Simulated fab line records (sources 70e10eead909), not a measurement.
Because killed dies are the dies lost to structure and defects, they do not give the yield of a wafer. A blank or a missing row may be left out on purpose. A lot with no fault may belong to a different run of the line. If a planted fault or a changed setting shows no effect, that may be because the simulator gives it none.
Which tool is to blame?	flow nand_harc	18 wafers from 6 lots sampled at 4 of the route's 1159 steps

== WHAT THE GAUGES READ, wafer by wafer ==
NHARC_END_SORT_01.
lot	measured	on	killed_at_array

== TOOL THAT RAN EACH LOT (tool first, then ch and the chambers of the sampled wafers, then the start) ==
lot	NHARC_A_WL_FILL_CVD_03	NHARC_THIN_TSV_DESCUM_14	NHARC_THIN_TSV_ETCH_59
L425	cvd_w-01 ch 0,1, day 15 18:08	rie_diel-11 ch 0,1, day 19 07:29	rie_metal-02 ch 0,1, day 19 17:11
L430	cvd_w-01 ch 0,1, day 16 08:09	rie_diel-11 ch 0,3, day 20 08:55	rie_metal-01 ch 0,1, day 20 15:04
L434	cvd_w-01 ch 0,1, day 17 18:20	rie_diel-05 ch 1,2, day 21 10:56	rie_metal-02 ch 0,1, day 21 17:07
L440	cvd_w-02 ch 0,1, day 18 12:41	rie_diel-05 ch 0,3, day 22 04:57	rie_metal-03 ch 0, day 22 11:05
L443	cvd_w-02 ch 0,1, day 19 05:02	rie_diel-11 ch 1,3, day 23 06:31	rie_metal-01 ch 1, day 23 12:42
L447	cvd_w-02 ch 0,1, day 20 00:05	rie_diel-05 ch 0,1,2, day 23 15:53	rie_metal-01 ch 0,1, day 23 22:50
- NHARC_A_WL_FILL_CVD_03: deposits W, target thk 40 nm, time 3302 s.
- NHARC_THIN_TSV_DESCUM_14: chemistry O2, time 3 s.
- NHARC_THIN_TSV_ETCH_59: etches the open film in Cl2/BCl3, target depth 880 nm, time 138.1 s.

== THE ANSWER, worked out from the rows above alone ==
Rule: what is usual is taken from the lots themselves. Put in order of their means at a reading, lots are off if they are a third of the lots or fewer, leave a main group of 4 or more, and stand apart from it by a gap of 3 or more times the standard deviation of the main group's means; of several such gaps the widest counts. A main group whose means are all the same, to the digits that the tables above print for the reading, isn't used. A lot without any number at a reading at which 4 lots or more have one is off too. Where the step has rows for the other lots, those lots are counted as sound.
None of the lots is off at any reading shown; this tells nothing.

== WHAT THE SIMULATOR HAD PUT IN ==
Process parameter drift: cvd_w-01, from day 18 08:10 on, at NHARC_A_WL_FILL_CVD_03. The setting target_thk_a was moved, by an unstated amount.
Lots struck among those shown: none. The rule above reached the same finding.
